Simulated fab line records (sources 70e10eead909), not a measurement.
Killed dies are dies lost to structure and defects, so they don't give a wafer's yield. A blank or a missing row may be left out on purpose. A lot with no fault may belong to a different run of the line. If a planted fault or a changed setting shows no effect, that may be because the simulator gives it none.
fab line records	flow nandHarc	part 1 of 2: steps 1 to 23 of 35
record lots=5	wafers=15	lastDay=30
route steps=1302 shown P_CONTACT@247 P_M0@253
lots that met no fault: taken from a fault-free run of the same line
startH: the number of hours between the record's first day and the start of the first shown wafer of the lot	waitH: how many hours have passed since the lot's step before this one	" identical to the entry in the row above	L1.1+2: a row that stands for several wafers	- value missing, or start not given	* or withheld: withheld	< > ~ a bound
route shown NAME@n: NAME is a module with steps in the file, n the number in the route of the first one	usual: average and standard deviation across the fault-free wafers	same: alike in all rows	chamber/n: place in a boat	sites: readings site by site	_std_site: standard deviation of those values	_edge_site: the outer-site mean with the inner-site mean subtracted	radiusMm: for every site, how far away it sits from the centre of the wafer	mask NAME#n: copy n	behind: the last tool/chamber to shape the wafer	hold: cause of the lot's hold/its duration in hours/its outcome	device: names the non-switching transistor (n, p or np)	end of line: the route-end tests of the same wafers	a step without rows: its recipe alone	killed: the dies lost at the first sort to structure and to defects; this is not the yield of the wafer	map: a wafer's dies, x killed, . not, _ none there
set.NAME: the setting that was run; set.NAME@STEP: the one run at that earlier step	model.NAME: the simulator's own value behind a step, which no gauge read
lots at some steps of the route; a table a step, a row a wafer
services: when a tool's chamber went out of use (startH, in hours from the record's first day, below 0 if earlier), for how many hours, and the reason
## steps
# step NHARC_P_CONTACT_ALD_22
# recipe targetThkA=30	pulseTimeS=1	aldCycles=150	tempC=450	material=TiN
# usual heaterPowerW=1116/110	precursorPulseHeightRel=1.000/0.019	susceptorTempC=450.00/0.23
lot.wafer	tool	chamber	startH	waitH	heaterPowerW	precursorPulseHeightRel	susceptorTempC
L075.3	aldMetal-01	1	126.72	-	1259	0.996	450.01
L075.4	"	3	"	"	966	0.999	449.85
L075.6	"	2	"	"	1200	0.993	450.37
L076.4	aldMetal-01	3	136.35	-	991	0.996	449.75
L076.1	"	0	"	"	895	1.001	449.92
L076.3	"	1	"	"	1260	1.000	450.09
L079.3	aldMetal-04	1	165.47	-	1032	0.960	450.26
L079.5	"	1	"	"	1024	0.978	450.33
L079.4	"	2	"	"	1137	0.969	450.43
L082.1	aldMetal-01	1	200.62	-	1223	1.012	450.11
L082.2	"	2	"	"	1232	1.016	450.28
L082.4	"	0	"	"	911	0.968	449.72
L090.1	aldMetal-01	1	278.03	-	1212	1.009	449.71
L090.4	"	2	"	"	1241	0.997	449.95
L090.3	"	0	"	"	895	1.005	449.40
# step NHARC_P_CONTACT_CVD_23
# recipe targetThkA=2000	tempC=300	pressureTorr=40	wf6FlowSccm=40	h2FlowSccm=1600	arFlowSccm=1560	timeS=557	material=W
# usual heaterPowerW=451/43	susceptorTempC=300.00/0.22	throttleValvePct=7.89/0.25
lot.wafer	tool	chamber	startH	waitH	heaterPowerW	susceptorTempC	throttleValvePct
L075.3	cvdW-01	0	-	-	421	299.99	7.87
L075.4	"	1	"	"	514	300.03	7.60
L075.6	"	1	"	"	534	300.22	7.47
L076.1	cvdW-02	1	-	-	440	300.27	7.89
L076.4	"	0	"	"	416	300.17	8.16
L076.3	"	1	"	"	436	300.34	7.72
L079.3	cvdW-02	0	-	-	411	299.75	7.93
L079.4	"	1	"	"	435	300.43	8.03
L079.5	"	0	"	"	424	299.81	7.90
L082.1	cvdW-01	1	-	-	519	300.18	7.39
L082.2	"	0	"	"	408	299.48	7.98
L082.4	"	1	"	"	521	300.13	7.62
L090.1	cvdW-01	0	-	-	420	299.92	8.21
L090.4	"	1	"	"	520	300.05	7.71
L090.3	"	0	"	"	416	300.06	8.08
# step NHARC_P_CONTACT_CMP_24
# recipe tOverpolishS=30	targetThkNm=200
# usual motorCurrentA=12.5/0.89	overpolishRunS=30.000/0.0096	padLifeWafers=150/110	timeToEndpointS=39/3.9
lot.wafer	tool	chamber	startH	waitH	motorCurrentA	overpolishRunS	padLifeWafers	timeToEndpointS
L075.3	cmp-02	3	127.58	0.4	13.3	30.007	366	37
L075.4	"	0	"	"	12.1	30.007	367	42
L075.6	"	3	"	"	12.7	30.017	-	40
L076.1	cmp-01	1	137.20	0.5	13.3	30.004	168	43
L076.3	"	3	"	"	11.1	30.012	170	40
L076.4	"	0	"	"	12.7	30.013	171	42
L079.4	cmp-02	0	166.38	0.3	11.9	30.017	92	34
L079.3	"	1	"	"	11.6	30.012	93	34
L079.5	"	2	"	"	12.5	29.971	-	33
L082.1	cmp-01	3	201.48	0.6	11.9	29.990	36	40
L082.2	"	1	"	"	13.4	29.988	38	45
L082.4	"	2	"	"	12.4	30.006	39	44
L090.4	cmp-04	1	278.91	0.4	11.8	29.991	283	36
L090.3	"	2	"	"	12.3	29.998	284	36
L090.1	"	3	"	"	15.4	30.005	285	36
# step NHARC_P_CONTACT_SRD_26
lot.wafer	tool	chamber	startH	waitH
L075.3+6+4	wetBench-01	2,5,6	127.90	0.0
L076.4+1+3	wetBench-06	6,0,1	137.52	0.0
L079.3+5+4	wetBench-01	6,7,1	166.65	0.0
L082.1+4+2	wetBench-04	1,2,4	201.80	0.0
L090.4+3+1	wetBench-04	6,1,2	279.21	0.0
# step NHARC_P_CONTACT_INSPECT_27
# usual rawDefectCount=325/120
lot.wafer	tool	chamber	startH	waitH	rawDefectCount
L075.3	defectInspect-02	-	127.98	0.1	260
L075.4	"	-	"	"	307
L075.6	"	-	"	"	325
L076.1	defectInspect-01	-	137.60	0.1	263
L076.3	"	-	"	"	214
L076.4	"	-	"	"	369
L079.3	defectInspect-02	-	166.73	0.1	306
L079.4	"	-	"	"	138
L079.5	"	-	"	"	182
L082.1	defectInspect-02	-	201.88	0.1	278
L082.2	"	-	"	"	342
L082.4	"	-	"	"	472
L090.1	defectInspect-01	-	279.30	0.1	251
L090.3	"	-	"	"	287
L090.4	"	-	"	"	227
# step NHARC_P_M0_DEP_00
# recipe targetThkA=1500	targetThkNm=150	tempC=withheld	pressureTorr=5	flowSccm=200	rfW=600	material=SiOC
lot.wafer	tool	chamber	startH	waitH
L075.3+6+4	pecvd-02	1,2,0	128.13	0.2
L076.3+1+4	pecvd-02	0,2,0	137.67	0.1
L079.3+5+4	pecvd-03	0,2,1	166.84	0.1
L082.2+1+4	pecvd-02	1,2,1	202.00	0.1
L090.3+1+4	pecvd-02	1,2,1	279.72	0.4
# step NHARC_P_M0_DEHYDRATE_01
# recipe tempC=150	timeS=120
# usual exhaustPa=44.9/0.96
lot.wafer	tool	chamber	startH	waitH	exhaustPa
L075.3	lithoTrack-01	0	128.45	-	45.8
L075.4	"	0	"	"	45.0
L075.6	"	0	"	"	45.8
L076.1	lithoTrack-04	0	138.08	-	45.0
L076.3	"	0	"	"	43.6
L076.4	"	0	"	"	44.9
L079.3	lithoTrack-01	0	167.20	-	43.4
L079.4	"	0	"	"	44.6
L079.5	"	0	"	"	44.9
L082.1	lithoTrack-04	0	202.36	-	45.5
L082.2	"	0	"	"	46.2
L082.4	"	0	"	"	44.8
L090.1	lithoTrack-06	0	280.08	-	43.5
L090.3	"	0	"	"	43.5
L090.4	"	0	"	"	44.0
# step NHARC_P_M0_HMDS_02
# recipe timeS=30
# usual exhaustPa=44.9/0.95
lot.wafer	tool	chamber	startH	waitH	exhaustPa
L075.3	lithoTrack-01	0	-	-	43.7
L075.4	"	0	"	"	44.5
L075.6	"	0	"	"	43.8
L076.1	lithoTrack-04	0	-	-	45.1
L076.3	"	0	"	"	45.1
L076.4	"	0	"	"	46.8
L079.3	lithoTrack-01	0	-	-	42.8
L079.4	"	0	"	"	45.9
L079.5	"	0	"	"	44.7
L082.1	lithoTrack-04	0	-	-	45.2
L082.2	"	0	"	"	45.0
L082.4	"	0	"	"	45.4
L090.1	lithoTrack-06	0	-	-	44.7
L090.3	"	0	"	"	45.0
L090.4	"	0	"	"	45.2
# step NHARC_P_M0_COAT_33
# recipe tempC=200	timeS=65
# usual exhaustPa=45.0/1
lot.wafer	tool	chamber	startH	waitH	exhaustPa
L075.3	lithoTrack-01	0	-	-	45.3
L075.4	"	0	"	"	47.3
L075.6	"	0	"	"	45.3
L076.1	lithoTrack-04	0	-	-	43.8
L076.3	"	0	"	"	45.0
L076.4	"	0	"	"	44.3
L079.3	lithoTrack-01	0	-	-	44.9
L079.4	"	0	"	"	46.1
L079.5	"	0	"	"	46.7
L082.1	lithoTrack-04	0	-	-	45.6
L082.2	"	0	"	"	45.0
L082.4	"	0	"	"	44.8
L090.1	lithoTrack-06	0	-	-	45.9
L090.3	"	0	"	"	45.2
L090.4	"	0	"	"	45.6
# step NHARC_P_M0_COAT_03
# recipe spinRpm=1500	resistThkNm=90
# usual dispensePressureKPa=50/6	exhaustPa=45.2/1
lot.wafer	tool	chamber	startH	waitH	dispensePressureKPa	exhaustPa
L075.3	lithoTrack-01	0	-	-	58	45.1
L075.4	"	0	"	"	58	45.8
L075.6	"	0	"	"	58	45.5
L076.1	lithoTrack-04	0	-	-	44	45.6
L076.3	"	0	"	"	44	44.8
L076.4	"	0	"	"	44	45.8
L079.3	lithoTrack-01	0	-	-	58	43.7
L079.4	"	0	"	"	58	44.1
L079.5	"	0	"	"	58	45.7
L082.1	lithoTrack-04	0	-	-	44	43.6
L082.2	"	0	"	"	44	43.8
L082.4	"	0	"	"	44	43.4
L090.1	lithoTrack-06	0	-	-	46	46.8
L090.3	"	0	"	"	46	46.1
L090.4	"	0	"	"	46	46.5
# step NHARC_P_M0_SOFTBAKE_04
# recipe tempC=105	timeS=55
# usual exhaustPa=45.0/0.93
lot.wafer	tool	chamber	startH	waitH	exhaustPa
L075.3	lithoTrack-01	0	-	-	44.0
L075.4	"	0	"	"	45.4
L075.6	"	0	"	"	45.2
L076.1	lithoTrack-04	0	-	-	45.3
L076.3	"	0	"	"	46.0
L076.4	"	0	"	"	45.9
L079.3	lithoTrack-01	0	-	-	44.5
L079.4	"	0	"	"	45.9
L079.5	"	0	"	"	44.2
L082.1	lithoTrack-04	0	-	-	46.6
L082.2	"	0	"	"	45.8
L082.4	"	0	"	"	44.5
L090.1	lithoTrack-06	0	-	-	44.5
L090.3	"	0	"	"	46.8
L090.4	"	0	"	"	44.9
# step NHARC_P_M0_EBR_05
# usual exhaustPa=45.0/0.9
lot.wafer	tool	chamber	startH	waitH	exhaustPa
L075.3	lithoTrack-01	0	-	-	43.9
L075.4	"	0	"	"	45.3
L075.6	"	0	"	"	45.3
L076.1	lithoTrack-04	0	-	-	44.2
L076.3	"	0	"	"	43.8
L076.4	"	0	"	"	45.3
L079.3	lithoTrack-01	0	-	-	45.1
L079.4	"	0	"	"	45.2
L079.5	"	0	"	"	45.0
L082.1	lithoTrack-04	0	-	-	45.2
L082.2	"	0	"	"	44.9
L082.4	"	0	"	"	44.8
L090.1	lithoTrack-06	0	-	-	44.3
L090.3	"	0	"	"	45.9
L090.4	"	0	"	"	44.6
# step NHARC_P_M0_EXPOSE_06
# recipe na=1.35	targetCdNm=90	doseMj=81.28	maskId=P_M0
# usual reticleTempC=23.01/0.1
lot.wafer	tool	chamber	startH	waitH	mask	reticleTempC
L075.3	arfiScanner-01	0	128.62	-	P_M0#0	22.73
L075.4	"	0	"	"	P_M0#0	22.87
L075.6	"	0	"	"	P_M0#0	22.88
L076.1	arfiScanner-01	0	138.24	-	P_M0#0	23.20
L076.3	"	0	"	"	P_M0#0	23.10
L076.4	"	0	"	"	P_M0#0	23.08
L079.3	arfiScanner-01	0	167.50	-	P_M0#0	23.03
L079.4	"	0	"	"	P_M0#0	23.00
L079.5	"	0	"	"	P_M0#0	22.98
L082.1	arfiScanner-02	0	202.52	-	P_M0#0	22.94
L082.2	"	0	"	"	P_M0#0	23.02
L082.4	"	0	"	"	P_M0#0	22.84
L090.1	arfiScanner-03	0	280.37	-	P_M0#0	23.08
L090.3	"	0	"	"	P_M0#0	22.97
L090.4	"	0	"	"	P_M0#0	23.05
# step NHARC_P_M0_PEB_07
# recipe pebTempC=100	pebTimeS=65
# usual exhaustPa=45.0/0.85
lot.wafer	tool	chamber	startH	waitH	exhaustPa
L075.3	lithoTrack-06	0	128.67	0.0	43.4
L075.4	"	0	"	"	43.3
L075.6	"	0	"	"	43.1
L076.1	lithoTrack-01	0	138.30	0.1	45.0
L076.3	"	0	"	"	43.9
L076.4	"	0	"	"	45.2
L079.3	lithoTrack-04	0	167.55	0.0	44.5
L079.4	"	0	"	"	44.6
L079.5	"	0	"	"	44.9
L082.1	lithoTrack-04	0	202.58	0.1	46.2
L082.2	"	0	"	"	45.1
L082.4	"	0	"	"	43.4
L090.1	lithoTrack-04	0	280.43	0.1	45.4
L090.3	"	0	"	"	44.6
L090.4	"	0	"	"	46.3
# step NHARC_P_M0_DEVELOP_08
# recipe developTimeS=35	devTempC=23
# usual exhaustPa=44.9/0.97
lot.wafer	tool	chamber	startH	waitH	exhaustPa
L075.3	lithoTrack-06	0	-	-	44.1
L075.4	"	0	"	"	42.3
L075.6	"	0	"	"	43.2
L076.1	lithoTrack-01	0	-	-	44.4
L076.3	"	0	"	"	44.9
L076.4	"	0	"	"	45.1
L079.3	lithoTrack-04	0	-	-	44.7
L079.4	"	0	"	"	45.4
L079.5	"	0	"	"	45.8
L082.1	lithoTrack-04	0	-	-	44.8
L082.2	"	0	"	"	45.0
L082.4	"	0	"	"	43.6
L090.1	lithoTrack-04	0	-	-	45.1
L090.3	"	0	"	"	44.3
L090.4	"	0	"	"	44.3
# step NHARC_P_M0_CD_MEAS_09
# recipe targetCdNm=90	landingEnergyEv=500
# usual cdNm=89.6/1
# same landingEnergyEv=500
lot.wafer	tool	chamber	startH	waitH	cdNm
L075.3	cdSem-03	0	128.75	-	88.6
L075.4	"	0	"	"	87.6
L075.6	"	0	"	"	88.9
L076.1	cdSem-03	0	138.38	-	91.1
L076.3	"	0	"	"	90.2
L076.4	"	0	"	"	89.9
L079.3	cdSem-01	0	167.64	-	90.4
L079.4	"	0	"	"	90.3
L079.5	"	0	"	"	89.2
L082.1	cdSem-01	0	202.66	-	89.9
L082.2	"	0	"	"	88.7
L082.4	"	0	"	"	90.5
L090.1	cdSem-03	0	280.51	-	89.5
L090.3	"	0	"	"	91.7
L090.4	"	0	"	"	91.2
# step NHARC_P_M0_OVL_MEAS_10
# recipe pitchNm=180
# usual overlayXNm=0.1/0.92	overlayYNm=0.0/0.84
lot.wafer	tool	chamber	startH	waitH	overlayXNm	overlayYNm
L075.3	overlay-02	-	128.84	-	-0.1	-0.9
L075.4	"	-	"	"	-0.3	-0.9
L075.6	"	-	"	"	-0.2	-1.0
L076.1	overlay-01	-	138.47	-	-0.1	0.8
L076.3	"	-	"	"	-0.3	0.9
L076.4	"	-	"	"	-0.3	0.8
L079.3	overlay-02	-	167.72	-	1.2	0.1
L079.4	"	-	"	"	0.6	-0.3
L079.5	"	-	"	"	0.6	0.0
L082.1	overlay-02	-	202.75	-	-0.3	0.1
L082.2	"	-	"	"	0.4	0.8
L082.4	"	-	"	"	-0.4	1.0
L090.1	overlay-02	-	280.60	-	0.9	0.5
L090.3	"	-	"	"	0.7	0.4
L090.4	"	-	"	"	1.5	0.7
# step NHARC_P_M0_INSPECT_11
# usual rawDefectCount=4.1/2.2
lot.wafer	tool	chamber	startH	waitH	rawDefectCount
L075.3	defectInspect-02	-	128.87	0.0	3
L075.4	"	-	"	"	6
L075.6	"	-	"	"	4
L076.1	defectInspect-01	-	138.50	0.0	3
L076.3	"	-	"	"	1
L076.4	"	-	"	"	2
L079.3	defectInspect-01	-	167.76	0.0	4
L079.4	"	-	"	"	6
L079.5	"	-	"	"	5
L082.1	defectInspect-02	-	202.79	0.0	4
L082.2	"	-	"	"	6
L082.4	"	-	"	"	2
L090.1	defectInspect-01	-	280.64	0.0	1
L090.3	"	-	"	"	4
L090.4	"	-	"	"	2
# step NHARC_P_M0_DESCUM_14
# recipe timeS=3	o2FlowSccm=200	arFlowSccm=0	biasPowerW=0	chemistry=O2
# usual drypumpMotorCurrentA=6.2/0.41	oesProductAu=0.996/0.0094	rfVppV=57.7/0.92	showerheadPlenumPTorr=1.92/0.088	throttleValvePct=11.311/0.0095
# same biasPowerW=0
lot.wafer	tool	chamber	startH	waitH	drypumpMotorCurrentA	oesProductAu	rfHoursCounterH	rfVppV	showerheadPlenumPTorr	throttleValvePct
L075.3	rieDiel-02	3	128.94	0.1	6.6	1.000	9	55.4	1.81	11.305
L075.4	"	1	"	"	6.6	0.996	9	57.6	1.91	11.306
L075.6	"	2	"	"	6.5	0.987	-	56.8	1.93	11.318
L076.3	rieDiel-02	3	138.57	0.1	6.6	0.997	11	57.2	1.81	11.307
L076.4	"	1	"	"	6.6	0.988	10	57.5	1.91	11.324
L076.1	"	2	"	"	6.4	0.978	9	58.7	1.92	11.315
L079.3	rieDiel-02	3	167.83	0.1	6.6	1.000	17	58.0	1.81	11.305
L079.4	"	1	"	"	6.6	1.002	17	57.0	1.91	11.298
L079.5	"	2	"	"	6.4	1.000	-	56.5	1.92	11.310
L082.4	rieDiel-09	1	202.86	0.1	6.1	1.007	17	58.1	1.92	11.311
L082.2	"	2	"	"	5.1	0.994	17	58.1	1.79	11.305
L082.1	"	3	"	"	5.2	0.999	17	57.5	1.90	11.318
L090.3	rieDiel-02	2	280.70	0.1	6.5	0.993	8	56.8	1.92	11.303
L090.1	"	3	"	"	6.6	0.998	7	56.1	1.80	11.306
L090.4	"	1	"	"	6.6	0.986	8	57.5	1.90	11.323
# step NHARC_P_M0_ETCH_34
# recipe targetDepthA=400	overetchA=120	timeS=43.94	ionEnergyEv=200	n2FlowSccm=150	h2FlowSccm=150	arFlowSccm=0	rfW=400	biasW=150	chemistry=N2/H2
# usual drypumpMotorCurrentA=6.3/0.39	oesProductAu=0.995/0.0094	rfVppV=430.8/2.6	showerheadPlenumPTorr=2.05/0.095	throttleValvePct=14.173/0.0088
lot.wafer	tool	chamber	startH	waitH	drypumpMotorCurrentA	oesProductAu	rfHoursCounterH	rfVppV	showerheadPlenumPTorr	throttleValvePct
L075.4	rieDiel-02	0	129.02	0.1	6.2	1.008	7	434.5	2.17	14.172
L075.3	"	3	"	"	6.6	1.006	9	428.8	1.92	14.174
L075.6	"	1	"	"	6.6	1.007	-	430.3	2.04	14.178
L076.4	rieDiel-02	0	138.73	0.1	6.2	0.984	9	433.9	2.17	14.160
L076.3	"	1	"	"	6.6	0.989	11	432.4	2.03	14.178
L076.1	"	3	"	"	6.6	0.992	11	428.0	1.92	14.175
L079.4	rieDiel-02	3	167.91	0.1	6.6	1.005	17	427.8	1.92	14.184
L079.3	"	1	"	"	6.6	1.004	17	429.2	2.03	14.166
L079.5	"	3	"	"	6.6	0.984	-	427.5	1.92	14.181
L082.1	rieDiel-09	3	202.93	0.1	5.2	0.997	17	430.0	2.03	14.189
L082.4	"	1	"	"	6.1	0.997	17	430.3	2.04	14.165
L082.2	"	2	"	"	5.1	1.003	17	427.4	1.90	14.176
L090.1	rieDiel-02	1	280.79	0.1	6.6	0.992	8	430.9	2.03	14.185
L090.3	"	3	"	"	6.6	1.005	7	428.8	1.92	14.184
L090.4	"	0	"	"	6.1	1.005	7	433.2	2.17	14.178
# step NHARC_P_M0_ETCH_15
# recipe targetDepthA=1500	overetchA=150	timeS=82.5	c4f8FlowSccm=withheld	arFlowSccm=400	rfW=600	biasW=300	chemistry=C4F8/Ar
# usual oesProductAu=0.960/0.017	rfVppV=441.1/2.9
lot.wafer	tool	chamber	startH	waitH	oesProductAu	rfHoursCounterH	rfVppV
L075.4	rieDiel-02	1	-	-	0.978	9	439.2
L075.3	"	0	"	"	0.975	7	445.4
L075.6	"	2	"	"	0.921	-	440.6
L076.3	rieDiel-02	3	-	-	0.949	11	438.1
L076.4	"	1	"	"	0.940	11	441.6
L076.1	"	2	"	"	0.946	9	442.7
L079.4	rieDiel-02	0	-	-	0.972	14	443.9
L079.3	"	1	"	"	0.981	17	440.0
L079.5	"	0	"	"	0.971	-	443.6
L082.1	rieDiel-09	2	-	-	0.973	17	436.8
L082.2	"	0	"	"	0.973	17	444.0
L082.4	"	1	"	"	0.980	17	441.2
L090.3	rieDiel-02	1	-	-	0.973	8	439.5
L090.4	"	3	"	"	0.960	7	435.9
L090.1	"	0	"	"	0.982	7	445.1
# step NHARC_P_M0_CD_MEAS_16
# usual cdNm=89.6/1.2
lot.wafer	tool	chamber	startH	waitH	cdNm
L075.3	cdSem-03	-	129.24	-	88.5
L075.4	"	-	"	"	86.4
L075.6	"	-	"	"	87.9
L076.1	cdSem-03	-	138.95	-	89.9
L076.3	"	-	"	"	90.0
L076.4	"	-	"	"	89.8
L079.3	cdSem-03	-	168.12	-	90.2
L079.4	"	-	"	"	91.1
L079.5	"	-	"	"	89.3
L082.1	cdSem-03	-	203.14	-	90.4
L082.2	"	-	"	"	89.3
L082.4	"	-	"	"	89.4
L090.1	cdSem-02	-	281.00	-	89.1
L090.3	"	-	"	"	92.3
L090.4	"	-	"	"	90.9
# step NHARC_P_M0_STRIP_18
# recipe powerW=1000	n2FlowSccm=150	h2FlowSccm=150	arFlowSccm=0	biasW=0	chemistry=N2/H2
# usual drypumpMotorCurrentA=6.1/0.54	oesProductAu=0.997/0.0094	rfVppV=90.6/1	showerheadPlenumPTorr=2.04/0.099	throttleValvePct=14.171/0.0086
lot.wafer	tool	chamber	startH	waitH	drypumpMotorCurrentA	oesProductAu	rfHoursCounterH	rfVppV	showerheadPlenumPTorr	throttleValvePct
L075.4	rieDiel-09	3	129.33	0.1	5.2	0.991	42	90.5	2.03	14.173
L075.3	"	1	"	"	6.1	0.993	49	90.8	2.05	14.177
L075.6	"	2	"	"	5.1	1.004	-	88.7	1.91	14.154
L076.1	rieDiel-02	2	139.02	0.1	6.4	0.984	9	91.6	2.05	14.177
L076.4	"	0	"	"	6.2	0.989	9	90.9	2.17	14.179
L076.3	"	1	"	"	6.6	0.995	11	90.5	2.03	14.159
L079.3	rieDiel-02	1	168.19	0.1	6.6	0.992	17	90.3	2.03	14.170
L079.4	"	0	"	"	6.1	0.987	14	91.9	2.17	14.172
L079.5	"	1	"	"	6.6	1.003	-	91.2	2.03	14.161
L082.1	rieDiel-13	1	203.22	0.1	6.4	0.978	6	91.1	2.13	14.168
L082.2	"	2	"	"	5.4	0.996	7	91.1	2.14	14.160
L082.4	"	3	"	"	5.9	1.002	6	90.6	1.89	14.176
L090.1	rieDiel-09	1	281.09	0.1	6.1	1.012	43	89.7	2.03	14.159
L090.3	"	3	"	"	5.2	1.002	40	89.6	2.02	14.182
L090.4	"	0	"	"	5.7	1.007	41	91.5	2.20	14.170
